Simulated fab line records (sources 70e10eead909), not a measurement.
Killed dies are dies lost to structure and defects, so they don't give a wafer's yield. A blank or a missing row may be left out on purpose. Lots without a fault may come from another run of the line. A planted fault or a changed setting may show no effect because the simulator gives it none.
fab line records + flow nandHarc
[record]
- lots = 7
- wafers = 21
- lastDay = 24
route steps=1159 shown A_STAIRCASE@640 END@1159
lots with no fault: from the same line, run without faults
startH: hours from the record's opening day to when the first of the lot's shown wafers began + waitH: how many hours have passed since the lot's step before this one + " unchanged from the row above + L1.1+2: one row covering several wafers at once + - no value, or no start was given + * or withheld: withheld + < > ~ a bound
route shown NAME@n: names a module that has steps shown in the file, with the first one's number in the route + usual: mean/standard deviation taken from wafers without a fault + same: alike in all rows + chamber/n: place in a boat + sites: the reading at each site + _std_site: their standard deviation + _edge_site: outer sites' mean less inner sites' + radiusMm: how far each site lies from the wafer's centre + mask NAME#n: copy n + behind: the most recent tool/chamber to have shaped the wafer + hold: why the lot went on hold/how many hours it stayed there/how the hold came to an end + device: the transistor (n, p or np) that didn't switch + end of line: the tests these same wafers got at the end of their route + for a step that has no rows: nothing shown but its recipe + killed: dies lost to structure and defects at the first sort, not the wafer's yield + map: per-die view of a wafer (x killed, . not killed, _ where there is no die)
set.NAME: setting as actually run; set.NAME@STEP: the setting as run at that earlier step + model.NAME: the simulator's own value behind a step, which no gauge read
lots seen at some steps along the route; tables by step, rows by wafer
services: the hour from which a tool's chamber was out of use, counted from the record's first day as startH (under 0 if before that day), plus the number of hours and why
[[steps]]
[step NHARC_A_STAIRCASE_EBR_246]
[step NHARC_A_STAIRCASE_EXPOSE_247]
[recipe]
- na = 0.5
- doseMj = 25.34
- maskId = SDS_1
[step NHARC_A_STAIRCASE_PEB_248]
[recipe]
- pebTempC = 115
- pebTimeS = 130
[step NHARC_A_STAIRCASE_DEVELOP_249]
[recipe]
- timeS = 140
[step NHARC_A_STAIRCASE_HARDBAKE_251]
[recipe]
- tempC = 120
- timeS = 140
[step NHARC_A_STAIRCASE_DESCUM_252]
[recipe]
- timeS = 3
- o2FlowSccm = 200
- arFlowSccm = 0
- biasPowerW = 0
- chemistry = O2
[usual]
- drypumpMotorCurrentA = 6.0/0.47
- oesProductAu = 0.999/0.0089
- rfVppV = 57.6/0.83
- showerheadPlenumPTorr = 1.86/0.057
- throttleValvePct = 11.312/0.0097
[same]
- timeS = 3
| lot.wafer | tool       | chamber | startH | waitH | drypumpMotorCurrentA | oesProductAu | rfHoursCounterH | rfVppV | showerheadPlenumPTorr | throttleValvePct |
|-----------|------------|---------|--------|-------|----------------------|--------------|-----------------|--------|-----------------------|------------------|
| L832.4    | rieDiel-10 | 0       | 254.88 | -     | 5.7                  | 1.006        | 19              | 59.1   | 1.84                  | 11.303           |
| L832.3    | "          | 1       | "      | "     | 5.4                  | 1.006        | 27              | 58.7   | 2.01                  | 11.320           |
| L832.2    | "          | 2       | "      | "     | 5.0                  | 0.998        | 27              | 58.3   | 1.85                  | 11.319           |
| L837.4    | rieDiel-13 | 3       | 290.81 | -     | 6.2                  | 1.008        | 3               | 56.1   | 1.88                  | 11.296           |
| L837.3    | "          | 0       | "      | "     | 5.7                  | 1.001        | 3               | 58.3   | 1.91                  | 11.302           |
| L837.6    | "          | 2       | "      | "     | 5.9                  | 0.993        | -               | 58.4   | 1.82                  | 11.296           |
| L839.3    | rieDiel-10 | 3       | 297.27 | -     | 5.9                  | 0.994        | 44              | 57.4   | 1.89                  | 11.323           |
| L839.2    | "          | 2       | "      | "     | 5.0                  | 0.994        | 42              | 58.3   | 1.84                  | 11.303           |
| L839.5    | "          | 3       | "      | "     | 5.9                  | 0.990        | -               | 57.8   | 1.89                  | 11.315           |
| L840.4    | rieDiel-09 | 0       | 299.45 | -     | 5.7                  | 0.998        | 13              | 57.5   | 1.93                  | 11.329           |
| L840.3    | "          | 1       | "      | "     | 6.2                  | 1.001        | 12              | 57.2   | 1.84                  | 11.308           |
| L840.6    | "          | 3       | "      | "     | 6.6                  | 1.012        | -               | 58.7   | 1.80                  | 11.291           |
| L846.4    | rieDiel-10 | 3       | 333.34 | -     | 5.8                  | 0.993        | 60              | 57.8   | 1.89                  | 11.328           |
| L846.3    | "          | 2       | "      | "     | 5.0                  | 0.990        | 58              | 56.1   | 1.84                  | 11.304           |
| L846.6    | "          | 0       | "      | "     | 5.7                  | 1.000        | -               | 56.9   | 1.83                  | 11.317           |
| L852.4    | rieDiel-09 | 0       | 372.13 | -     | 5.6                  | 0.997        | 41              | 58.7   | 1.92                  | 11.337           |
| L852.6    | "          | 2       | "      | "     | 6.5                  | 0.989        | -               | 57.6   | 1.80                  | 11.309           |
| L852.5    | "          | 3       | "      | "     | 6.6                  | 1.002        | -               | 57.6   | 1.79                  | 11.302           |
| L854.2    | rieDiel-10 | 3       | 392.90 | -     | 5.8                  | 0.994        | 11              | 58.5   | 1.88                  | 11.314           |
| L854.6    | "          | 2       | "      | "     | 5.0                  | 0.998        | -               | 56.1   | 1.83                  | 11.321           |
| L854.4    | "          | 3       | "      | "     | 5.8                  | 1.000        | -               | 56.4   | 1.88                  | 11.317           |
[step NHARC_A_STAIRCASE_ETCH_253]
[recipe]
- targetDepthA = 500
- timeS = 20.2
- ionEnergyEv = 400
- c4f8FlowSccm = 20
- o2FlowSccm = 10
- arFlowSccm = withheld
- rfW = 600
- biasW = 1000
- chemistry = C4F8/O2
[step NHARC_A_STAIRCASE_STRIP_254]
[recipe]
- powerW = 1500
- tempC = 250
- chemistry = O2
[step NHARC_A_STAIRCASE_STRIP_255]
[recipe]
- timeS = 900
- tempC = 130
- chemistry = SPM
[step NHARC_A_STAIRCASE_PRECLEAN_256]
[recipe]
- timeS = *
- tempC = 50
- bathAgeMin = 0
- chemistry = SC1
[step NHARC_A_STAIRCASE_SRD_257]
[step NHARC_A_STAIRCASE_HM_DEP_456]
[recipe]
- targetThkA = 15000
- tempC = 400
- material = aC
[usual]
- throttleValvePct = 35.002/0.0094
| lot.wafer | tool      | chamber | startH | waitH | throttleValvePct |
|-----------|-----------|---------|--------|-------|------------------|
| L832.2    | aclDep-03 | 0       | 257.46 | -     | 34.990           |
| L832.3    | "         | 0       | "      | "     | 35.008           |
| L832.4    | "         | 0       | "      | "     | 35.007           |
| L837.3    | aclDep-03 | 0       | 295.81 | -     | 34.984           |
| L837.4    | "         | 0       | "      | "     | 35.000           |
| L837.6    | "         | 0       | "      | "     | 35.011           |
| L839.2    | aclDep-03 | 0       | 302.48 | -     | 34.994           |
| L839.3    | "         | 0       | "      | "     | 34.991           |
| L839.5    | "         | 0       | "      | "     | 35.007           |
| L840.3    | aclDep-03 | 0       | 304.65 | -     | 35.008           |
| L840.4    | "         | 0       | "      | "     | 35.004           |
| L840.6    | "         | 0       | "      | "     | 35.009           |
| L846.3    | aclDep-02 | 0       | 334.96 | -     | 35.024           |
| L846.4    | "         | 0       | "      | "     | 34.999           |
| L846.6    | "         | 0       | "      | "     | 34.991           |
| L852.4    | aclDep-03 | 0       | 377.08 | -     | 35.008           |
| L852.5    | "         | 0       | "      | "     | 35.004           |
| L852.6    | "         | 0       | "      | "     | 35.009           |
| L854.2    | aclDep-02 | 0       | 394.28 | -     | 34.991           |
| L854.4    | "         | 0       | "      | "     | 34.995           |
| L854.6    | "         | 0       | "      | "     | 35.019           |
[step NHARC_A_STAIRCASE_DEP_259]
[recipe]
- targetThkA = 300
- targetThkNm = 30
- tempC = 400
- pressureTorr = 3.5
- flowSccm = 200
- rfW = 350
- material = SiON
[step NHARC_A_STAIRCASE_DEHYDRATE_281]
[recipe]
- tempC = 150
- timeS = 120
[step NHARC_A_STAIRCASE_HMDS_282]
[recipe]
- timeS = 30
[step NHARC_A_STAIRCASE_COAT_283]
[recipe]
- spinRpm = 1200
[step NHARC_A_STAIRCASE_SOFTBAKE_284]
[recipe]
- tempC = 135
- timeS = 170
[step NHARC_A_STAIRCASE_EBR_285]
[step NHARC_A_STAIRCASE_EXPOSE_286]
[recipe]
- na = 0.5
- doseMj = 25.01
- maskId = CHOP_100
[step NHARC_A_STAIRCASE_PEB_287]
[recipe]
- pebTempC = 115
- pebTimeS = 130
[step NHARC_A_STAIRCASE_DEVELOP_288]
[recipe]
- timeS = 140
[step NHARC_A_STAIRCASE_HARDBAKE_290]
[recipe]
- tempC = 120
- timeS = 140
[step NHARC_A_STAIRCASE_DESCUM_291]
[recipe]
- timeS = 3
- o2FlowSccm = 200
- arFlowSccm = 0
- biasPowerW = 0
- chemistry = O2
[step NHARC_A_STAIRCASE_ETCH_292]
[recipe]
- cf4FlowSccm = 100
- chf3FlowSccm = 30
- arFlowSccm = 0
- rfW = 500
- biasW = 200
- chemistry = CF4/CHF3
[usual]
- drypumpMotorCurrentA = 6.1/0.43
- oesProductAu = 0.947/0.023
- rfVppV = 369.1/1.7
- showerheadPlenumPTorr = 1.53/0.043
- throttleValvePct = 16.801/0.0091
| lot.wafer | tool       | chamber | startH | waitH | drypumpMotorCurrentA | oesProductAu | rfHoursCounterH | rfVppV | showerheadPlenumPTorr | throttleValvePct |
|-----------|------------|---------|--------|-------|----------------------|--------------|-----------------|--------|-----------------------|------------------|
| L832.3    | rieDiel-13 | 2       | 260.47 | 0.2   | 5.9                  | 0.935        | 57              | 368.2  | 1.50                  | 16.815           |
| L832.2    | "          | 0       | "      | "     | 5.7                  | 0.933        | 55              | 371.2  | 1.58                  | 16.804           |
| L832.4    | "          | 1       | "      | "     | 6.6                  | 0.937        | 51              | 369.4  | 1.56                  | 16.807           |
| L837.4    | rieDiel-13 | 1       | 298.44 | 0.1   | 6.6                  | 0.975        | 5               | 370.9  | 1.55                  | 16.812           |
| L837.3    | "          | 2       | "      | "     | 5.9                  | 0.954        | 5               | 366.7  | 1.50                  | 16.795           |
| L837.6    | "          | 1       | "      | "     | 6.6                  | 0.969        | -               | 370.0  | 1.55                  | 16.803           |
| L839.3    | rieDiel-09 | 0       | 305.14 | 0.1   | 5.6                  | 0.947        | 15              | 371.5  | 1.58                  | 16.794           |
| L839.2    | "          | 2       | "      | "     | 6.5                  | 0.959        | 14              | 367.7  | 1.49                  | 16.818           |
| L839.5    | "          | 0       | "      | "     | 5.7                  | 0.955        | -               | 368.3  | 1.59                  | 16.791           |
| L840.3    | rieDiel-09 | 1       | 307.06 | 0.2   | 6.1                  | 0.976        | 15              | 369.0  | 1.51                  | 16.804           |
| L840.4    | "          | 3       | "      | "     | 6.6                  | 0.952        | 16              | 367.7  | 1.49                  | 16.788           |
| L840.6    | "          | 0       | "      | "     | 5.6                  | 0.961        | -               | 370.3  | 1.58                  | 16.800           |
| L846.4    | rieDiel-09 | 1       | 337.15 | 0.1   | 6.2                  | 0.922        | 26              | 368.5  | 1.51                  | 16.784           |
| L846.3    | "          | 3       | "      | "     | 6.6                  | 0.924        | 28              | 367.6  | 1.48                  | 16.793           |
| L846.6    | "          | 1       | "      | "     | 6.2                  | 0.932        | -               | 367.6  | 1.51                  | 16.826           |
| L852.4    | rieDiel-13 | 3       | 379.82 | 0.3   | 6.2                  | 0.938        | 35              | 368.8  | 1.54                  | 16.826           |
| L852.5    | "          | 3       | "      | "     | 6.2                  | 0.937        | -               | 369.5  | 1.54                  | 16.794           |
| L852.6    | "          | 0       | "      | "     | 5.7                  | 0.954        | -               | 369.7  | 1.57                  | 16.816           |
| L854.4    | rieDiel-13 | 3       | 396.84 | 0.1   | 6.2                  | 0.949        | 43              | 371.8  | 1.54                  | 16.797           |
| L854.2    | "          | 0       | "      | "     | 5.7                  | 0.952        | 44              | 371.3  | 1.56                  | 16.797           |
| L854.6    | "          | 2       | "      | "     | 5.9                  | 0.951        | -               | 367.8  | 1.49                  | 16.810           |
[step NHARC_A_STAIRCASE_HM_OPEN_460]
[recipe]
- o2FlowSccm = 400
- cosFlowSccm = 20
- arFlowSccm = 0
- rfW = 500
- biasW = 300
- chemistry = O2/COS
[usual]
- drypumpMotorCurrentA = 6.1/0.43
- oesProductAu = 1.000/0.0089
- rfVppV = 465.3/2
- showerheadPlenumPTorr = 3.04/0.082
- throttleValvePct = 28.330/0.0094
| lot.wafer | tool       | chamber | startH | waitH | drypumpMotorCurrentA | oesProductAu | rfHoursCounterH | rfVppV | showerheadPlenumPTorr | throttleValvePct |
|-----------|------------|---------|--------|-------|----------------------|--------------|-----------------|--------|-----------------------|------------------|
| L832.4    | rieDiel-13 | 0       | -      | -     | 5.7                  | 1.012        | 55              | 467.1  | 3.13                  | 28.330           |
| L832.3    | "          | 1       | "      | "     | 6.6                  | 1.004        | 51              | 466.8  | 3.09                  | 28.324           |
| L832.2    | "          | 3       | "      | "     | 6.2                  | 1.004        | 57              | 467.1  | 3.07                  | 28.327           |
| L837.4    | rieDiel-13 | 0       | -      | -     | 5.7                  | 0.997        | 6               | 468.0  | 3.12                  | 28.333           |
| L837.3    | "          | 1       | "      | "     | 6.7                  | 1.006        | 5               | 467.2  | 3.08                  | 28.329           |
| L837.6    | "          | 3       | "      | "     | 6.2                  | 0.991        | -               | 467.0  | 3.07                  | 28.324           |
| L839.3    | rieDiel-09 | 2       | -      | -     | 6.5                  | 1.003        | 14              | 463.7  | 2.96                  | 28.324           |
| L839.2    | "          | 0       | "      | "     | 5.7                  | 0.998        | 15              | 467.3  | 3.14                  | 28.324           |
| L839.5    | "          | 1       | "      | "     | 6.2                  | 1.017        | -               | 464.3  | 3.00                  | 28.342           |
| L840.4    | rieDiel-09 | 1       | -      | -     | 6.2                  | 1.002        | 15              | 465.6  | 3.00                  | 28.332           |
| L840.3    | "          | 3       | "      | "     | 6.6                  | 1.016        | 16              | 463.9  | 2.95                  | 28.337           |
| L840.6    | "          | 0       | "      | "     | 5.7                  | 0.996        | -               | 466.7  | 3.14                  | 28.318           |
| L846.4    | rieDiel-09 | 0       | -      | -     | 5.7                  | 0.990        | 27              | 466.1  | 3.14                  | 28.327           |
| L846.3    | "          | 2       | "      | "     | 6.5                  | 1.006        | 28              | 463.2  | 2.95                  | 28.310           |
| L846.6    | "          | 0       | "      | "     | 5.7                  | 0.994        | -               | 467.1  | 3.14                  | 28.327           |
| L852.4    | rieDiel-13 | 2       | -      | -     | 5.9                  | 0.997        | 37              | 462.9  | 2.96                  | 28.334           |
| L852.5    | "          | 3       | "      | "     | 6.2                  | 0.994        | -               | 464.6  | 3.05                  | 28.345           |
| L852.6    | "          | 0       | "      | "     | 5.7                  | 0.992        | -               | 466.7  | 3.11                  | 28.346           |
| L854.4    | rieDiel-13 | 1       | -      | -     | 6.6                  | 1.005        | 43              | 466.5  | 3.06                  | 28.336           |
| L854.2    | "          | 2       | "      | "     | 5.9                  | 1.006        | 42              | 463.2  | 2.95                  | 28.322           |
| L854.6    | "          | 0       | "      | "     | 5.7                  | 1.008        | -               | 466.1  | 3.10                  | 28.345           |
[step NHARC_A_STAIRCASE_STRIP_461]
[recipe]
- o2FlowSccm = 400
- cosFlowSccm = 20
- arFlowSccm = 0
- biasW = 0
- chemistry = O2/COS
[step NHARC_A_STAIRCASE_ETCH_452]
[recipe]
- targetDepthA = 300
- overetchA = 30
- timeS = 16.5
- ionEnergyEv = 100
- cf4FlowSccm = 80
- o2FlowSccm = 20
- arFlowSccm = 0
- rfW = 300
- biasW = 100
- chemistry = CF4/O2
[step NHARC_A_STAIRCASE_ETCH_294]
[recipe]
- targetDepthA = 49920
- timeS = 1212.4
- ionEnergyEv = 800
- c4f8FlowSccm = 80
- o2FlowSccm = 60
- arFlowSccm = withheld
- rfW = 600
- biasW = 3000
- chemistry = C4F8/O2/Ar
[step NHARC_A_STAIRCASE_STRIP_295]
[recipe]
- o2FlowSccm = 500
- arFlowSccm = 0
- biasW = 0
- chemistry = O2
[step NHARC_A_STAIRCASE_STRIP_296]
[recipe]
- timeS = 900
- tempC = 130
- chemistry = SPM
[step NHARC_A_STAIRCASE_PRECLEAN_297]
[recipe]
- timeS = *
- tempC = 50
- bathAgeMin = 0
- chemistry = SC1
[step NHARC_A_STAIRCASE_SRD_298]
[step NHARC_A_STAIRCASE_HM_DEP_462]
[recipe]
- targetThkA = 8000
- tempC = 400
- material = aC
[usual]
- throttleValvePct = 34.999/0.0088
| lot.wafer | tool      | chamber | startH | waitH | throttleValvePct |
|-----------|-----------|---------|--------|-------|------------------|
| L832.2    | aclDep-02 | 0       | 263.43 | 0.6   | 34.999           |
| L832.3    | "         | 0       | "      | "     | 35.011           |
| L832.4    | "         | 0       | "      | "     | 34.994           |
| L837.3    | aclDep-02 | 0       | 305.87 | 5.3   | 35.003           |
| L837.4    | "         | 0       | "      | "     | 35.011           |
| L837.6    | "         | 0       | "      | "     | 34.999           |
| L839.2    | aclDep-02 | 0       | 311.12 | 3.9   | 35.004           |
| L839.3    | "         | 0       | "      | "     | 34.998           |
| L839.5    | "         | 0       | "      | "     | 35.006           |
| L840.3    | aclDep-02 | 0       | 313.26 | 4.1   | 34.998           |
| L840.4    | "         | 0       | "      | "     | 35.009           |
| L840.6    | "         | 0       | "      | "     | 35.008           |
| L846.3    | aclDep-01 | 0       | 339.92 | 0.7   | 34.994           |
| L846.4    | "         | 0       | "      | "     | 34.998           |
| L846.6    | "         | 0       | "      | "     | 35.011           |
| L852.4    | aclDep-01 | 0       | 383.00 | 1.0   | 34.998           |
| L852.5    | "         | 0       | "      | "     | 34.994           |
| L852.6    | "         | 0       | "      | "     | 34.992           |
| L854.2    | aclDep-02 | 0       | 400.85 | 1.9   | 34.991           |
| L854.4    | "         | 0       | "      | "     | 34.989           |
| L854.6    | "         | 0       | "      | "     | 35.016           |
[step NHARC_A_STAIRCASE_DEP_301]
[recipe]
- targetThkA = 300
- targetThkNm = 30
- tempC = 400
- pressureTorr = 3.5
- flowSccm = 200
- rfW = 350
- material = SiON
[usual]
- heaterPowerW = 774/91
| lot.wafer | tool     | chamber | startH | waitH | heaterPowerW |
|-----------|----------|---------|--------|-------|--------------|
| L832.3    | pecvd-01 | 2       | 265.01 | 1.0   | 712          |
| L832.2    | "        | 0       | "      | "     | 820          |
| L832.4    | "        | 2       | "      | "     | 695          |
| L837.3    | pecvd-04 | 1       | 307.19 | 1.0   | 627          |
| L837.6    | "        | 2       | "      | "     | 639          |
| L837.4    | "        | 1       | "      | "     | 627          |
| L839.2    | pecvd-01 | 1       | 312.69 | 1.3   | 812          |
| L839.3    | "        | 2       | "      | "     | 661          |
| L839.5    | "        | 2       | "      | "     | 638          |
| L840.3    | pecvd-02 | 0       | 314.56 | 1.0   | 854          |
| L840.6    | "        | 2       | "      | "     | 830          |
| L840.4    | "        | 0       | "      | "     | 866          |
| L846.3    | pecvd-04 | 1       | 341.18 | 1.0   | 685          |
| L846.4    | "        | 1       | "      | "     | 692          |
| L846.6    | "        | 0       | "      | "     | 770          |
| L852.5    | pecvd-01 | 1       | 384.03 | 0.4   | 712          |
| L852.6    | "        | 2       | "      | "     | 679          |
| L852.4    | "        | 0       | "      | "     | 899          |
| L854.2    | pecvd-04 | 1       | 402.47 | 1.3   | 720          |
| L854.6    | "        | 2       | "      | "     | 669          |
| L854.4    | "        | 1       | "      | "     | 709          |
[step NHARC_A_STAIRCASE_DEHYDRATE_302]
[recipe]
- tempC = 150
- timeS = 120
[step NHARC_A_STAIRCASE_HMDS_303]
[recipe]
- timeS = 30
[step NHARC_A_STAIRCASE_COAT_304]
[recipe]
- spinRpm = 1200
[step NHARC_A_STAIRCASE_SOFTBAKE_305]
[recipe]
- tempC = 135
- timeS = 170
[step NHARC_A_STAIRCASE_EBR_306]
[step NHARC_END_SORT_01]
[recipe]
- tempC = 25
[usual]
- killedAtArray = 27/8
- killedAtOther = 0.8/1.2
- killedAtPeriphery = 3.3/2.3
- killedDies = 31/8.8
- killedOpen = 3.2/2.1
- killedShort = 2.1/1.4
[same]
- grossDies = 677
| lot.wafer | tool      | chamber | startH | waitH | killedAtArray | killedAtOther | killedAtPeriphery | killedDies | killedOpen | killedShort |
|-----------|-----------|---------|--------|-------|---------------|---------------|-------------------|------------|------------|-------------|
| L837.3    | prober-01 | 0       | 485.00 | 3.1   | 127           | 0             | 1                 | 128        | 5          | 2           |
| L837.4    | prober-01 | 0       | 485.79 | 3.4   | 138           | 3             | 2                 | 143        | 3          | 3           |
| L837.6    | prober-01 | 0       | 487.37 | 4.0   | 138           | 1             | 2                 | 141        | 5          | 1           |
| L840.3    | prober-02 | 0       | 495.59 | 3.1   | 135           | 0             | 2                 | 137        | 3          | 1           |
| L840.4    | prober-02 | 0       | 496.39 | 3.4   | 123           | 1             | 5                 | 129        | 4          | 2           |
| L840.6    | prober-02 | 0       | 498.01 | 4.0   | 142           | 2             | 2                 | 146        | 5          | 3           |
| L839.2    | prober-02 | 0       | 502.61 | 2.8   | 120           | 1             | 5                 | 126        | 1          | 2           |
| L839.3    | prober-02 | 0       | 503.41 | 3.1   | 122           | 0             | 4                 | 126        | 2          | 3           |
| L839.5    | prober-02 | 0       | 505.02 | 3.7   | 143           | 0             | 2                 | 145        | 1          | 0           |
| L846.3    | prober-02 | 0       | 539.25 | 3.1   | 18            | 1             | 0                 | 19         | 2          | 1           |
| L846.4    | prober-02 | 0       | 540.06 | 3.4   | 17            | 4             | 2                 | 23         | 2          | 1           |
| L846.6    | prober-02 | 0       | 541.67 | 4.0   | 22            | 2             | 1                 | 25         | 0          | 6           |
| L852.5    | prober-01 | 0       | 572.50 | 3.7   | 48            | 0             | 7                 | 55         | 0          | 3           |
// killed by level:class
L837.3 A_STAIRCASE:unspecified=103 A_SLIT:chamberFilmFlake=10 A_CHANNEL_HOLE_D1:chamberFilmFlake=8 A_CONTACT:geometricParticle:open=2 P_GATE:geometricParticle:open=1 A_ONON_D1:geometricParticle:open=1 A_SGD_CUT:geometricParticle:short=1 A_WL_FILL:geometricParticle:short=1
L837.4 A_STAIRCASE:unspecified=110 A_CHANNEL_HOLE_D1:chamberFilmFlake=15 A_SLIT:chamberFilmFlake=5 THIN_TSV:chamberFilmFlake=3 A_ONON_D1:geometricParticle:open=2 A_CHANNEL_FILL_D1:geometricParticle:short=1 A_CHANNEL_FILL_D1:geometricParticle:open=1 A_WL_FILL:geometricParticle:short=1
L837.6 A_STAIRCASE:unspecified=101 A_CHANNEL_HOLE_D1:chamberFilmFlake=15 A_SLIT:chamberFilmFlake=13 P_GATE:geometricParticle:open=1 A_ONON_D1:geometricParticle:short=1 A_ONON_D1:geometricParticle:open=1 A_CONTACT:geometricParticle:open=1 A_BLC:geometricParticle:open=1
L840.3 A_STAIRCASE:unspecified=107 A_CHANNEL_HOLE_D1:chamberFilmFlake=11 A_CONTACT:chamberFilmFlake=7 A_CHANNEL_FILL_D1:chamberFilmFlake=2 A_STAIRCASE:chamberFilmFlake=2 A_WL_FILL:chamberFilmFlake=2 P_CONTACT:geometricParticle:open=1 A_CHANNEL_FILL_D1:geometricParticle:open=1
L840.4 A_STAIRCASE:unspecified=102 A_CHANNEL_HOLE_D1:chamberFilmFlake=9 A_WL_FILL:chamberFilmFlake=4 A_CONTACT:geometricParticle:open=2 P_ZERO_WELL:chamberFilmFlake=2 P_STI:chamberFilmFlake=2 A_CHANNEL_FILL_D1:geometricParticle:short=1 A_WL_FILL:geometricParticle:short=1
L840.6 A_STAIRCASE:unspecified=101 A_CHANNEL_HOLE_D1:chamberFilmFlake=25 A_WL_FILL:chamberFilmFlake=3 A_M0:geometricParticle:short=2 A_M1:geometricParticle:open=2 A_CHANNEL_FILL_D1:chamberFilmFlake=2 A_STAIRCASE:chamberFilmFlake=2 A_CONTACT:chamberFilmFlake=2
L839.2 A_STAIRCASE:unspecified=100 A_CHANNEL_HOLE_D1:chamberFilmFlake=10 A_SLIT:chamberFilmFlake=8 P_M0:chamberFilmFlake=3 P_BONDPAD:chamberFilmFlake=2 A_CONTACT:geometricParticle:short=1 A_M0:geometricParticle:open=1 STARTING-WAFER:geometricParticle:short=1
L839.3 A_STAIRCASE:unspecified=100 A_SLIT:chamberFilmFlake=11 A_CHANNEL_HOLE_D1:chamberFilmFlake=5 P_BONDPAD:chamberFilmFlake=3 A_ONON_D1:geometricParticle:short=2 P_CONTACT:geometricParticle:short=1 A_SGD_CUT:geometricParticle:open=1 A_CONTACT:geometricParticle:open=1
L839.5 A_STAIRCASE:unspecified=108 A_CHANNEL_HOLE_D1:chamberFilmFlake=18 A_SLIT:chamberFilmFlake=15 P_BONDPAD:chamberFilmFlake=2 A_WL_FILL:geometricParticle:open=1 A_CONTACT:chamberFilmFlake=1
L846.3 A_CHANNEL_HOLE_D1:chamberFilmFlake=8 A_STAIRCASE:chamberFilmFlake=4 A_CONTACT:chamberFilmFlake=3 A_SGD_CUT:geometricParticle:short=1 A_SGD_CUT:geometricParticle:open=1 A_CONTACT:geometricParticle:open=1 THIN_TSV:chamberFilmFlake=1
L846.4 A_CONTACT:chamberFilmFlake=6 A_CHANNEL_HOLE_D1:chamberFilmFlake=5 THIN_TSV:chamberFilmFlake=4 A_STAIRCASE:chamberFilmFlake=2 P_CONTACT:geometricParticle:open=1 A_CHANNEL_HOLE_D1:geometricParticle:short=1 A_SGD_CUT:geometricParticle:open=1 P_M1:chamberFilmFlake=1
L846.6 A_CONTACT:chamberFilmFlake=12 A_CHANNEL_HOLE_D1:chamberFilmFlake=4 A_CHANNEL_HOLE_D1:geometricParticle:short=2 THIN_TSV:chamberFilmFlake=2 P_M0:geometricParticle:short=1 A_SOURCE_PLATE:geometricParticle:short=1 A_ONON_D1:geometricParticle:short=1 A_SGD_CUT:geometricParticle:short=1
L852.5 A_CHANNEL_HOLE_D1:chamberFilmFlake=29 A_SLIT:chamberFilmFlake=12 P_M0:chamberFilmFlake=4 P_GATE:chamberFilmFlake=3 A_CONTACT:chamberFilmFlake=3 A_CHANNEL_HOLE_D1:geometricParticle:short=1 A_CHANNEL_FILL_D1:geometricParticle:short=1 A_WL_FILL:geometricParticle:short=1
// map L837.4 (x killed, . not)
____________.____________
_________......._________
_______..........._______
______.............______
_____.........x....._____
____...........x.....____
____............x....____
___x..................___
___...................___
__...x.................__
__...........x.......x.__
_......................._
_......................._
_.............x........._
_x......................_
_......................._
..x..........x...........
x.............x..........
.x..........xx..x........
............x..xx........
x.x.....x....xxx.........
_.....xxx.xx.xx........._
_.......xxxxx..x........_
_.....xxxxxxx..........._
_.....xxxxxxxxx..x......_
_...xxxxxxxxxx........x._
__..xxxxxxxxxxx........__
__....xxxxxxxx.x.......__
___..xxxxxxxxx........___
___...xxxxxxxxx.....x.___
____..xxxxxxxxx..x...____
____xxxxxxxxxxx......____
_____..xxxxxx......._____
______.xxxxxx......______
_______..xx.x....._______
_________x......_________
____________.____________
// map L839.5 (x killed, . not)
____________.____________
_________......._________
_______..........._______
______.............______
_____..............._____
____.................____
____.x...............____
___.....x.............___
___...x...x...........___
__..xxx................__
__x....................__
_.x...xx...x............_
_.......x..............._
_....xx......x..x......._
_......................._
_......................._
..............xx.........
...........x..x..........
...........xxx...x.......
............x.x..x.......
.........x.x.x....x......
_.......xx.xxx.........._
_.......xxxx.....x......_
_....xxxxxxxx.x.x......._
_.....xxxxxxxxx..x......_
_.....xxxxxxxxx........._
__....xxxxxxxx.x.......__
__.x.xxxxxxxxxxx.......__
___..xxxxxxxxxx.......___
___...xxxxxxxxxx......___
____x.xxxxxxxxx......____
____..xxxxxxxx.......____
_____.xxxxxxx......._____
______..xxxx.......______
_______.xxxx......_______
_________......._________
____________.____________
[[services]]
| tool       | chamber | startH | hours | kind   |
|------------|---------|--------|-------|--------|
| pecvd-04   | 2       | 234.84 | 25.9  | repair |
| rieDiel-10 | 0       | 236.55 | 13.4  | repair |
| pecvd-01   | -       | 237.10 | 13.0  | pm     |
| rieDiel-09 | -       | 254.16 | 9.0   | pm     |
| rieDiel-13 | 0       | 255.25 | -     | clean  |
| rieDiel-13 | 1       | 255.25 | -     | clean  |
| rieDiel-13 | 2       | 255.25 | -     | clean  |
| rieDiel-13 | 3       | 255.25 | -     | clean  |
| pecvd-02   | -       | 260.26 | 0.9   | repair |
| rieDiel-13 | 3       | 272.41 | 8.6   | repair |
| rieDiel-13 | -       | 276.04 | 9.0   | pm     |
| aclDep-01  | -       | 293.69 | 13.0  | pm     |
| rieDiel-13 | 2       | 305.68 | 4.4   | repair |
| pecvd-02   | -       | 334.01 | 13.0  | pm     |
| aclDep-02  | -       | 346.93 | 4.6   | repair |
| aclDep-02  | -       | 351.57 | 13.0  | pm     |
| rieDiel-10 | -       | 354.16 | 9.0   | pm     |
| pecvd-01   | 1       | 373.65 | 5.0   | repair |
| rieDiel-13 | -       | 375.21 | 2.7   | repair |
| pecvd-04   | -       | 376.61 | 13.0  | pm     |
| rieDiel-13 | 2       | 381.87 | 3.8   | repair |
| rieDiel-10 | 1       | 387.50 | 7.1   | repair |
| rieDiel-10 | 3       | 401.02 | 1.2   | repair |
| rieDiel-09 | 0       | 401.81 | 17.0  | repair |
[[key]]
[firstSign]
- step = NHARC_END_SORT_01
- reading = killedAtArray
- direction = up
- sigmas = 13
- usual = 27
- struck = 132
[effect]
- step = NHARC_END_SORT_01
- reading = killedDies
- direction = up
- sigmas = 12
- usual = 31
- struck = 136
[moreKillsBornAt]
- NHARC_A_STAIRCASE_HM_DEP_456@aclDep-03 = 932
metAt NHARC_A_STAIRCASE_HM_DEP_456
struckWafers L837.3,L837.4,L837.6,L839.2,L839.3,L839.5,L840.3,L840.4,L840.6
testerLeftOut L837,L839,L840
onsetBetween 257.46 295.81
[fault]
- kind = chamberParticleSource
- tool = aclDep-03
- chamber = -
- onsetH = 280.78
- steps = NHARC_A_STAIRCASE_HM_DEP_456
- ratePerVisitCm2 = 1.7858
- endH = 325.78
// testerLeftOut: of these lots the tester's yield and bins aren't shown, on N5 and GAA mostly nor the transistor test; their killed dies are dies lost to structure and defects alone, not to doping, threshold or leakage, so they don't give the yield
